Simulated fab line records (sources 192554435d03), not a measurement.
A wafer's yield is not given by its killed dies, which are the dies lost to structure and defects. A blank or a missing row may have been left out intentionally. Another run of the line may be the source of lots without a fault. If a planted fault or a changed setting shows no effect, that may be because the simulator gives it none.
fab line records ; flow n5_finfet
record lots=6; wafers=18; last_day=18
route steps=1938 shown BEOL_M0_SAQP@644 BEOL_M4@1111 PASSIVATION@1936
lots that met no fault: from a run of the same line without faults
start_h: start of the lot's first displayed wafer, in hours after the record's first day ; wait_h: hours from the lot's prior step to this one ; " the same as in the row above ; L1.1+2: a single row standing in for several wafers ; - no value, or no start was given ; * or withheld: withheld ; < > ~ a bound
route shown NAME@n: names a module that has steps shown in the file, with the first one's number in the route ; usual: mean/standard deviation taken from wafers without a fault ; same: alike in all rows ; chamber/n: place in a boat ; sites: per-site readings ; _std_site: the standard deviation of these ; _edge_site: the outer-site mean with the inner-site mean subtracted ; radius_mm: for every site, how far away it sits from the centre of the wafer ; mask NAME#n: copy n ; behind: the most recent tool/chamber to have shaped the wafer ; hold: cause of the lot's hold/its duration in hours/its outcome ; device: which transistor (n, p or np) failed to switch ; end of line: tests run on the same wafers once the route is complete ; where a step has no rows: the recipe by itself ; killed: dies lost to structure and defects at the first sort, not the wafer's yield ; map: a wafer's dies, x killed, . not, _ none there
set.NAME: the setting the step ran with; set.NAME@STEP: the setting that earlier step ran with ; model.NAME: the simulator's own value behind a step, which no gauge read
lots seen at some steps along the route; tables by step, rows by wafer
services: when a tool's chamber went out of use (start_h, in hours from the record's first day, below 0 if earlier), for how many hours, and the reason
## steps
# step N5_BEOL_M0_SAQP_EBR_10
# recipe solvent=PGMEA; ebr_width_mm=1.5
# step N5_BEOL_M0_SAQP_SOFTBAKE_09
# recipe temp_c=110; time_s=60; resist=CAR-ArF
# step N5_BEOL_M0_SAQP_EXPOSE_11
# recipe mask_id=M0_CORE; na=1.35; source_shape=dipole; sigma_inner=0.538; sigma_outer=0.738; polarization=te; target_cd_nm=42; dose_mj=55
# step N5_BEOL_M0_SAQP_PEB_12
# recipe peb_temp_c=withheld; peb_time_s=60; resist=CAR-ArF
# step N5_BEOL_M0_SAQP_DEVELOP_13
# recipe develop_time_s=30; developer=TMAH; resist=CAR-ArF; dev_temp_c=23; rinse_liquid=diw; dry=air_spin
# step N5_BEOL_M0_SAQP_CD_MEAS_14
# recipe target_cd_nm=42.5; landing_energy_ev=500; detector=se_inlens
# usual cd_nm=42.5/0.38
lot.wafer;tool;chamber;start_h;wait_h;cd_nm
L163.2;cd_sem-03;0;122.23;-;42.1
L163.3;cd_sem-03;0;122.23;-;42.9
L163.6;cd_sem-03;0;122.23;-;41.9
L165.4;cd_sem-02;0;141.90;-;42.8
L165.5;cd_sem-02;0;141.90;-;43.2
L165.6;cd_sem-02;0;141.90;-;43.2
L169.1;cd_sem-03;0;155.83;-;42.8
L169.2;cd_sem-03;0;155.83;-;43.1
L169.3;cd_sem-03;0;155.83;-;43.3
L171.2;cd_sem-02;0;170.55;-;43.0
L171.3;cd_sem-02;0;170.55;-;42.8
L171.5;cd_sem-02;0;170.55;-;42.7
L174.3;cd_sem-03;0;188.48;-;42.3
L174.4;cd_sem-03;0;188.48;-;42.2
L174.5;cd_sem-03;0;188.48;-;42.5
L180.3;cd_sem-02;0;226.42;-;42.4
L180.5;cd_sem-02;0;226.42;-;42.2
L180.6;cd_sem-02;0;226.42;-;42.0
# step N5_BEOL_M0_SAQP_OVL_MEAS_15
# recipe points_per_wafer=44
# usual M0_CORE_OVL=0.0/0.73
lot.wafer;tool;chamber;start_h;wait_h;M0_CORE_OVL[nm]
L163.2;overlay-01;0;122.26;0.0;0.0
L163.3;overlay-01;0;122.26;0.0;0.4
L163.6;overlay-01;0;122.26;0.0;0.3
L165.4;overlay-02;0;141.93;0.0;0.3
L165.5;overlay-02;0;141.93;0.0;0.8
L165.6;overlay-02;0;141.93;0.0;0.9
L169.1;overlay-02;0;155.86;0.0;-0.5
L169.2;overlay-02;0;155.86;0.0;0.9
L169.3;overlay-02;0;155.86;0.0;-0.6
L171.2;overlay-01;0;170.58;0.0;-0.9
L171.3;overlay-01;0;170.58;0.0;-1.6
L171.5;overlay-01;0;170.58;0.0;-1.3
L174.3;overlay-01;0;188.51;0.0;0.2
L174.4;overlay-01;0;188.51;0.0;-0.6
L174.5;overlay-01;0;188.51;0.0;-0.5
L180.3;overlay-02;0;226.45;0.0;-0.4
L180.5;overlay-02;0;226.45;0.0;0.4
L180.6;overlay-02;0;226.45;0.0;-0.5
# step N5_BEOL_M0_SAQP_INSPECT_16
# recipe mode=adi; inspect_instrument=brightfield
# usual raw_defect_count=472/130
lot.wafer;tool;chamber;start_h;wait_h;raw_defect_count
L163.2;defect_inspect-01;-;122.29;0.0;530
L163.3;defect_inspect-01;-;122.29;0.0;357
L163.6;defect_inspect-01;-;122.29;0.0;400
L165.4;defect_inspect-02;-;141.95;0.0;488
L165.5;defect_inspect-02;-;141.95;0.0;352
L165.6;defect_inspect-02;-;141.95;0.0;402
L169.1;defect_inspect-02;-;155.88;0.0;494
L169.2;defect_inspect-02;-;155.88;0.0;459
L169.3;defect_inspect-02;-;155.88;0.0;490
L171.2;defect_inspect-01;-;170.60;0.0;524
L171.3;defect_inspect-01;-;170.60;0.0;432
L171.5;defect_inspect-01;-;170.60;0.0;390
L174.3;defect_inspect-01;-;188.54;0.0;453
L174.4;defect_inspect-01;-;188.54;0.0;500
L174.5;defect_inspect-01;-;188.54;0.0;298
L180.3;defect_inspect-01;-;226.47;0.0;565
L180.5;defect_inspect-01;-;226.47;0.0;551
L180.6;defect_inspect-01;-;226.47;0.0;826
# step N5_BEOL_M0_SAQP_DESCUM_19
# recipe chemistry=O2; time_s=7.9; source_power_w=50; bias_power_w=20; pressure_mtorr=20; rf_frequency_hz=2.712e+07; temp_c=40; resist=CAR-ArF; o2_flow_sccm=225
# usual drypump_motor_current_A=5.6/0.35; oes_product_au=0.77/0.079; rf_vpp_V=243.3/1.3; showerhead_plenum_p_Torr=2.10/0.073; throttle_valve_pct=20.63/0.22
lot.wafer;tool;chamber;start_h;wait_h;drypump_motor_current_A;oes_product_au;rf_hours_counter_h;rf_vpp_V;showerhead_plenum_p_Torr;throttle_valve_pct
L163.2;rie_diel-02;1;122.32;0.0;5.6;0.74;169;243.4;2.18;20.68
L163.3;rie_diel-02;0;122.32;0.0;5.8;0.88;36;242.8;2.06;20.06
L163.6;rie_diel-02;0;122.32;0.0;5.8;0.88;-;242.9;2.06;20.06
L165.4;rie_diel-03;0;141.98;0.0;5.4;0.75;167;244.1;2.10;20.60
L165.5;rie_diel-03;2;141.98;0.0;5.3;0.78;-;243.0;2.10;20.76
L165.6;rie_diel-03;3;141.98;0.0;5.5;0.76;-;243.2;2.10;20.92
L169.1;rie_diel-02;1;155.92;0.0;5.6;0.74;180;243.5;2.17;20.70
L169.2;rie_diel-02;2;155.92;0.0;5.6;0.71;189;242.1;2.05;20.59
L169.3;rie_diel-02;3;155.92;0.0;5.0;0.96;12;245.8;2.25;20.59
L171.2;rie_diel-01;0;170.67;0.1;5.8;0.72;184;241.9;2.10;20.77
L171.3;rie_diel-01;3;170.67;0.1;6.4;0.73;180;241.9;1.98;20.43
L171.5;rie_diel-01;0;170.67;0.1;5.8;0.72;-;242.7;2.10;20.78
L174.3;rie_diel-02;3;188.57;0.0;5.1;0.95;21;243.8;2.25;20.62
L174.4;rie_diel-02;2;188.57;0.0;5.6;0.71;197;242.2;2.05;20.60
L174.5;rie_diel-02;0;188.57;0.0;5.7;0.86;-;242.4;2.05;20.08
L180.3;rie_diel-03;0;226.51;0.0;5.5;0.73;191;242.1;2.10;20.63
L180.5;rie_diel-03;1;226.51;0.0;5.9;0.91;-;247.3;2.22;20.48
L180.6;rie_diel-03;0;226.51;0.0;5.4;0.73;-;243.4;2.10;20.61
# step N5_BEOL_M0_SAQP_ETCH_83
# recipe chemistry=CF4; target=SiARC; target_depth_a=390; mask_material=CAR-ArF; time_s=65; ion_energy_ev=80; pressure_mtorr=40; source_w=545; bias_w=36; Ar_flow_sccm=100; cf4_flow_sccm=100; ends=cleared
# usual drypump_motor_current_A=5.6/0.34; etch_rf_on_time_s=64.6/1.2; oes_product_au=0.66/0.068; rf_vpp_V=184.0/1.2; showerhead_plenum_p_Torr=2.15/0.068; throttle_valve_pct=15.79/0.21
lot.wafer;tool;chamber;start_h;wait_h;drypump_motor_current_A;etch_rf_on_time_s;oes_product_au;rf_hours_counter_h;rf_vpp_V;showerhead_plenum_p_Torr;throttle_valve_pct
L163.2;rie_diel-02;1;122.36;0.0;5.6;66.6;0.63;169;184.6;2.22;15.78
L163.3;rie_diel-02;0;122.36;0.0;5.8;65.5;0.75;36;181.9;2.11;15.26
L163.6;rie_diel-02;0;122.36;0.0;5.8;65.2;0.75;-;185.3;2.11;15.25
L165.4;rie_diel-03;0;142.02;0.0;5.4;64.7;0.64;167;183.0;2.14;15.66
L165.5;rie_diel-03;2;142.02;0.0;5.3;63.2;0.66;-;184.7;2.14;15.87
L165.6;rie_diel-03;3;142.02;0.0;5.5;65.0;0.64;-;183.5;2.14;15.97
L169.1;rie_diel-02;1;155.95;0.0;5.6;67.8;0.61;180;184.2;2.21;15.79
L169.2;rie_diel-02;2;155.95;0.0;5.6;63.2;0.63;189;183.9;2.14;15.97
L169.3;rie_diel-02;3;155.95;0.0;5.0;64.5;0.82;12;186.3;2.29;15.67
L171.2;rie_diel-01;0;170.71;0.0;5.8;64.0;0.62;185;183.7;2.14;15.86
L171.3;rie_diel-01;3;170.71;0.0;6.5;63.7;0.63;180;183.1;2.04;15.69
L171.5;rie_diel-01;0;170.71;0.0;5.7;64.6;0.62;-;183.9;2.14;15.86
L174.3;rie_diel-02;3;188.60;0.0;5.0;64.5;0.80;21;186.1;2.29;15.69
L174.4;rie_diel-02;2;188.60;0.0;5.6;63.3;0.62;197;183.4;2.13;15.99
L174.5;rie_diel-02;0;188.60;0.0;5.8;65.3;0.73;-;183.4;2.10;15.29
L180.3;rie_diel-03;0;226.54;0.0;5.4;64.8;0.63;191;182.7;2.13;15.72
L180.5;rie_diel-03;1;226.54;0.0;5.9;63.6;0.78;-;186.1;2.26;15.56
L180.6;rie_diel-03;0;226.54;0.0;5.4;65.5;0.62;-;184.2;2.13;15.73
# step N5_BEOL_M0_SAQP_ETCH_84
# recipe chemistry=N2/H2; target=SOC; target_depth_a=1000; overetch_a=200; mask_material=SiARC; temp_c=40; time_s=150; ion_energy_ev=200; pressure_mtorr=30; source_w=840; bias_w=150; n2_flow_sccm=200; h2_flow_sccm=200
# usual drypump_motor_current_A=5.6/0.34; oes_product_au=0.69/0.068; rf_vpp_V=524.1/2.5; showerhead_plenum_p_Torr=2.55/0.082; throttle_valve_pct=18.03/0.22
lot.wafer;tool;chamber;start_h;wait_h;drypump_motor_current_A;oes_product_au;rf_hours_counter_h;rf_vpp_V;showerhead_plenum_p_Torr;throttle_valve_pct
L163.2;rie_diel-02;1;122.41;0.0;5.6;0.66;169;526.9;2.65;18.08
L163.3;rie_diel-02;0;122.41;0.0;5.8;0.79;36;524.0;2.50;17.45
L163.6;rie_diel-02;0;122.41;0.0;5.8;0.78;-;522.8;2.50;17.45
L165.4;rie_diel-03;0;142.07;0.0;5.4;0.67;167;522.6;2.55;18.08
L165.5;rie_diel-03;2;142.07;0.0;5.4;0.68;-;523.9;2.53;17.98
L165.6;rie_diel-03;3;142.07;0.0;5.5;0.67;-;524.2;2.52;18.19
L169.1;rie_diel-02;1;156.00;0.0;5.6;0.66;180;526.5;2.64;18.12
L169.2;rie_diel-02;2;156.00;0.0;5.7;0.64;189;524.2;2.52;18.13
L169.3;rie_diel-02;3;156.00;0.0;5.1;0.86;12;527.6;2.71;17.77
L171.2;rie_diel-01;0;170.76;0.0;5.7;0.65;185;525.2;2.54;18.14
L171.3;rie_diel-01;3;170.76;0.0;6.5;0.65;180;521.4;2.43;18.03
L171.5;rie_diel-01;0;170.76;0.0;5.8;0.65;-;523.3;2.54;18.14
L174.3;rie_diel-02;3;188.65;0.0;5.0;0.83;21;527.9;2.70;17.81
L174.4;rie_diel-02;2;188.65;0.0;5.6;0.64;197;523.7;2.52;18.14
L174.5;rie_diel-02;0;188.65;0.0;5.8;0.77;-;522.8;2.49;17.50
L180.3;rie_diel-03;0;226.59;0.0;5.4;0.66;191;523.0;2.54;18.12
L180.5;rie_diel-03;1;226.59;0.0;5.9;0.81;-;528.0;2.71;17.94
L180.6;rie_diel-03;0;226.59;0.0;5.4;0.66;-;523.5;2.54;18.13
# step N5_BEOL_M0_SAQP_STRIP_80
# recipe chemistry=N2/H2; temp_c=40; n2_flow_sccm=200; h2_flow_sccm=200; rf_frequency_hz=6e+07
# step N5_BEOL_M0_SAQP_HM_OPEN_112
# recipe chemistry=CHF3/O2; target=SiO2; stop_on=a-Si; target_depth_a=120; over_etch_frac=1.25; mask_material=SOC; time_s=13.5; pressure_mtorr=30; source_w=650; bias_w=170; Ar_flow_sccm=200; CHF3_flow_sccm=50; O2_flow_sccm=5; ion_energy_ev=200; ends=end_point
# usual drypump_motor_current_A=5.6/0.34; oes_product_au=0.50/0.05; rf_vpp_V=526/8.2; showerhead_plenum_p_Torr=2.42/0.079; throttle_valve_pct=19.01/0.22
lot.wafer;tool;chamber;start_h;wait_h;drypump_motor_current_A;oes_product_au;rf_hours_counter_h;rf_vpp_V;showerhead_plenum_p_Torr;throttle_valve_pct;model.SiARC_of_BEOL_M0_SAQP_COAT_82.thk_nm
L163.2;rie_diel-02;1;122.51;0.0;5.6;0.48;169;529;2.50;19.02;5.4
L163.3;rie_diel-02;0;122.51;0.0;5.8;0.59;36;526;2.36;18.43;5.2
L163.6;rie_diel-02;0;122.51;0.0;5.8;0.58;-;528;2.36;18.43;5
L165.4;rie_diel-03;0;142.18;0.0;5.4;0.48;167;531;2.42;18.95;4.8
L165.5;rie_diel-03;2;142.18;0.0;5.3;0.49;-;520;2.41;19.09;4.6
L165.6;rie_diel-03;3;142.18;0.0;5.5;0.49;-;516;2.40;19.20;5.4
L169.1;rie_diel-02;1;156.11;0.0;5.6;0.48;180;530;2.50;19.06;12.8
L169.2;rie_diel-02;2;156.11;0.0;5.7;0.47;189;508;2.40;19.16;5
L169.3;rie_diel-02;3;156.11;0.0;5.0;0.62;12;537;2.58;18.95;4.4
L171.2;rie_diel-01;0;170.86;0.0;5.8;0.46;185;522;2.41;19.09;4.8
L171.3;rie_diel-01;3;170.86;0.0;6.4;0.48;180;529;2.29;18.89;4.4
L171.5;rie_diel-01;0;170.86;0.0;5.8;0.47;-;521;2.41;19.08;4.8
L174.3;rie_diel-02;3;188.76;0.0;5.0;0.60;21;536;2.58;18.97;4.4
L174.4;rie_diel-02;2;188.76;0.0;5.6;0.47;197;506;2.39;19.16;12.4
L174.5;rie_diel-02;0;188.76;0.0;5.8;0.55;-;527;2.35;18.44;12.4
L180.3;rie_diel-03;0;226.70;0.0;5.4;0.48;191;529;2.41;18.98;4.6
L180.5;rie_diel-03;1;226.70;0.0;5.9;0.60;-;544;2.55;18.89;3.8
L180.6;rie_diel-03;0;226.70;0.0;5.4;0.48;-;531;2.41;18.98;4.6
# step N5_BEOL_M0_SAQP_STRIP_113
# recipe chemistry=CHF3/O2; resist=SiARC; rf_frequency_hz=6e+07
# step N5_BEOL_M4_RC_MEAS_101
# usual DIBL_N=35.1/1.6; DIBL_P=34.9/1.8; IOFF_N=0.143/0.026; IOFF_P=0.21/0.037; ION_N=671/11; ION_P=463/7.8; SS_N=71.2/0.58; SS_P=73.0/0.54; VT_N=251/3; VT_P=-250/4.1
lot.wafer;tool;chamber;start_h;wait_h;DIBL_N[mV/V];DIBL_P[mV/V];IOFF_N[nA/um];IOFF_P[nA/um];ION_N[uA/um];ION_P[uA/um];SS_N[mV/dec];SS_P[mV/dec];VT_N[mV];VT_P[mV]
L163.2;prober-02;0;191.43;0.2;35.5;35.0;0.148;0.22;685;468;70.8;72.7;252;-248
L163.3;prober-02;0;191.43;0.2;35.0;35.5;0.147;0.24;673;473;71.3;72.7;248;-246
L163.6;prober-02;0;191.43;0.2;32.7;32.4;0.114;0.19;671;465;70.8;72.1;253;-248
L165.4;prober-01;0;199.02;0.5;32.2;31.2;0.095;0.12;640;438;70.2;72.4;260;-260
L165.5;prober-01;0;199.02;0.5;34.3;33.4;0.125;0.15;651;443;70.8;72.3;254;-255
L165.6;prober-01;0;199.02;0.5;34.2;34.0;0.122;0.15;662;448;70.7;73.0;253;-256
L169.1;prober-01;0;230.26;0.0;35.8;34.6;0.127;0.18;659;463;71.6;73.2;256;-250
L169.2;prober-01;0;230.26;0.0;36.2;36.5;0.135;0.23;663;466;71.8;74.0;252;-247
L169.3;prober-01;0;230.26;0.0;36.0;36.9;0.143;0.23;680;468;71.4;73.0;252;-247
L171.2;prober-01;0;246.44;0.2;35.9;35.2;0.157;0.22;681;470;71.5;73.1;248;-247
L171.3;prober-01;0;246.44;0.2;35.5;35.7;0.158;0.22;680;469;70.7;73.0;248;-250
L171.5;prober-01;0;246.44;0.2;34.0;33.5;0.136;0.18;678;462;70.5;72.5;251;-249
L174.3;prober-02;0;283.86;0.4;33.6;34.5;0.133;0.19;675;463;70.5;73.1;251;-251
L174.4;prober-02;0;283.86;0.4;33.7;34.6;0.126;0.20;667;461;71.0;73.0;253;-253
L174.5;prober-02;0;283.86;0.4;32.1;33.4;0.114;0.18;667;467;70.3;72.9;255;-251
L180.3;prober-01;0;318.04;0.3;37.0;37.2;0.151;0.23;654;459;72.1;73.3;251;-246
L180.5;prober-01;0;318.04;0.3;36.2;35.3;0.142;0.21;663;463;71.6;72.9;251;-250
L180.6;prober-01;0;318.04;0.3;32.8;32.6;0.102;0.17;661;468;70.6;72.5;256;-249
# step N5_PASSIVATION_PROBE_49
# usual defect_limited_yield=91.1/1.4; killed_at_M0_to_M3=36/11; killed_at_M4_up=14/5.2; killed_at_contacts=12/6.1; killed_at_front_end=40/12; killed_at_other=3.2/2.5; killed_dies=105/16; killed_open=68/12; killed_short=35/8.7; sort_bin_5_function=5.2/0.89; sort_bin_6_memory=3.3/0.66; sort_bin_8_speed=0.01/0.085; sort_n_pass=1074/16; sort_yield_pct=91.1/1.4
# same gross_dies=1180; killed_at_back_side=0; sort_bin_4_leakage[%]=0
lot.wafer;tool;chamber;start_h;wait_h;defect_limited_yield[%];killed_at_M0_to_M3;killed_at_M4_up;killed_at_contacts;killed_at_front_end;killed_at_other;killed_dies;killed_open;killed_short;sort_bin_5_function[%];sort_bin_6_memory[%];sort_bin_8_speed[%];sort_n_pass;sort_yield_pct[%]
L163.2;prober-02;-;322.72;0.1;93.1;39;15;3;23;2;82;64;18;3.6;3.2;0;1098;93.1
L163.3;prober-02;-;322.77;0.1;90.8;35;20;10;38;5;108;68;37;4.6;4.3;0;1072;90.8
L163.6;prober-02;-;322.92;0.3;89.7;44;23;9;44;2;122;83;39;6.4;3.8;0;1058;89.7
L169.1;prober-02;-;338.19;0.0;92.4;27;18;11;30;4;90;57;29;4.3;3.2;0;1090;92.4
L169.2;prober-02;-;338.24;0.1;90.7;52;22;5;29;2;110;73;32;5.8;3.1;0;1070;90.7
L169.3;prober-02;-;338.29;0.1;93.2;29;13;3;30;5;80;54;25;4.5;2.2;0;1100;93.2
L171.2;prober-02;-;362.53;0.1;91.0;38;13;12;36;7;106;74;28;4.9;3.6;0;1074;91.0
L171.3;prober-02;-;362.58;0.1;91.4;49;6;8;34;5;102;57;44;5.1;3.1;0;1078;91.4
L171.5;prober-02;-;362.68;0.2;89.0;35;15;11;68;1;130;77;49;5.7;4.7;0;1050;89.0
# killed by level:class
L163.2 BEOL_M0_SAQP:geometric_particle:open=13 BEOL_M4:geometric_particle:open=10 BEOL_M0_SAQP:geometric_particle:short=7 BEOL_M3:geometric_particle:open=6 GATE_CUT:geometric_particle:open=5 BEOL_M1:geometric_particle:open=5 MOL_CONTACT_COAG:geometric_particle:open=3 BEOL_M0:geometric_particle:open=3
L163.3 STI_FIN_REVEAL:geometric_particle:open=17 BEOL_M0_SAQP:geometric_particle:short=11 BEOL_M3:geometric_particle:open=7 MOL_CONTACT_COAG:geometric_particle:open=6 BEOL_M0_SAQP:geometric_particle:open=6 BEOL_M2:geometric_particle:open=5 BEOL_M4:geometric_particle:open=5 PAD_METAL:geometric_particle:short=5
L163.6 BEOL_M4:geometric_particle:open=15 BEOL_M0_SAQP:geometric_particle:short=15 BEOL_M0_SAQP:geometric_particle:open=13 FIN_SAQP:geometric_particle:open=11 BEOL_M2:geometric_particle:open=8 MOL_CONTACT_COAG:geometric_particle:open=8 FIN_SAQP:geometric_particle:short=7 STI_FIN_REVEAL:geometric_particle:open=5
L169.1 BEOL_M4:geometric_particle:open=10 MOL_CONTACT_COAG:geometric_particle:open=9 DUMMY_GATE:geometric_particle:open=5 BEOL_M0_SAQP:geometric_particle:short=5 BEOL_M0_SAQP:geometric_particle:open=4 BEOL_M1:geometric_particle:open=4 BEOL_M2:geometric_particle:open=4 BEOL_M3:geometric_particle:open=4
L169.2 BEOL_M2:geometric_particle:open=20 BEOL_M3:geometric_particle:open=18 FIN_SAQP:geometric_particle:open=9 BEOL_M4:geometric_particle:open=7 FIN_SAQP:geometric_particle:short=5 GATE_CUT:geometric_particle:short=5 BEOL_M8:coat_microbubble_printed=4 MOL_CONTACT_COAG:geometric_particle:open=4
L169.3 BEOL_M0_SAQP:geometric_particle:open=13 STI_FIN_REVEAL:geometric_particle:open=7 BEOL_M0_SAQP:geometric_particle:short=6 BEOL_M2:geometric_particle:open=6 BEOL_M4:geometric_particle:open=5 FIN_SAQP:geometric_particle:short=4 DUMMY_GATE:geometric_particle:open=4 FIN_SAQP:geometric_particle:open=3
L171.2 BEOL_M2:geometric_particle:open=16 BEOL_M0_SAQP:geometric_particle:open=13 FIN_SAQP:geometric_particle:open=11 MOL_CONTACT_COAG:geometric_particle:open=11 BEOL_M0_SAQP:geometric_particle:short=6 STI_FIN_REVEAL:geometric_particle:open=5 STARTING-WAFER:geometric_particle:short=5 FIN_SAQP:geometric_particle:short=4
L171.3 BEOL_M0_SAQP:geometric_particle:short=15 BEOL_M0_SAQP:geometric_particle:open=12 BEOL_M2:geometric_particle:open=11 FIN_SAQP:geometric_particle:short=7 FIN_SAQP:geometric_particle:open=6 ILD0:geometric_particle:short=5 BEOL_M3:geometric_particle:open=5 GATE_CUT:geometric_particle:short=4
L171.5 FIN_SAQP:geometric_particle:open=27 FIN_SAQP:geometric_particle:short=17 BEOL_M1:geometric_particle:open=9 MOL_CONTACT_COAG:geometric_particle:open=8 BEOL_M0_SAQP:geometric_particle:short=7 BEOL_M2:geometric_particle:open=6 ILD0:geometric_particle:short=5 BEOL_M4:geometric_particle:open=5
## services
tool;chamber;start_h;hours;kind
rie_diel-02;3;99.93;-;clean
rie_diel-02;3;99.93;-;consumable_replace:focus_ring
rie_diel-02;3;99.93;-;consumable_replace:showerhead
rie_diel-02;3;99.93;17.9;scheduled_down
rie_diel-02;3;99.93;17.9;vent_cycle
rie_diel-03;1;123.37;2.8;repair
rie_diel-01;1;129.06;5.2;repair
rie_diel-01;1;149.61;2.3;repair
rie_diel-01;2;150.61;2.8;repair
rie_diel-03;1;161.54;-;clean
rie_diel-03;1;161.54;-;consumable_replace:focus_ring
rie_diel-03;1;161.54;-;consumable_replace:showerhead
rie_diel-03;1;161.54;15.7;scheduled_down
rie_diel-03;1;161.54;15.7;vent_cycle
## key
first_sign none at tools or gauges
model_effect step=N5_BEOL_M0_SAQP_HM_OPEN_112; value=SiARC_of_BEOL_M0_SAQP_COAT_82.thk_nm; without=5.267; struck=12.53
met_at N5_BEOL_M0_SAQP_HM_OPEN_112
struck_wafers L169.1,L174.4,L174.5
onset_between 122.51 156.11
fault kind=process_parameter_drift; tool=rie_diel-02; chamber=-; onset_h=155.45; steps=N5_BEOL_M0_SAQP_HM_OPEN_112; channel=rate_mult; offset=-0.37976; shape=step; end_h=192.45; scope=struck_wafers_only
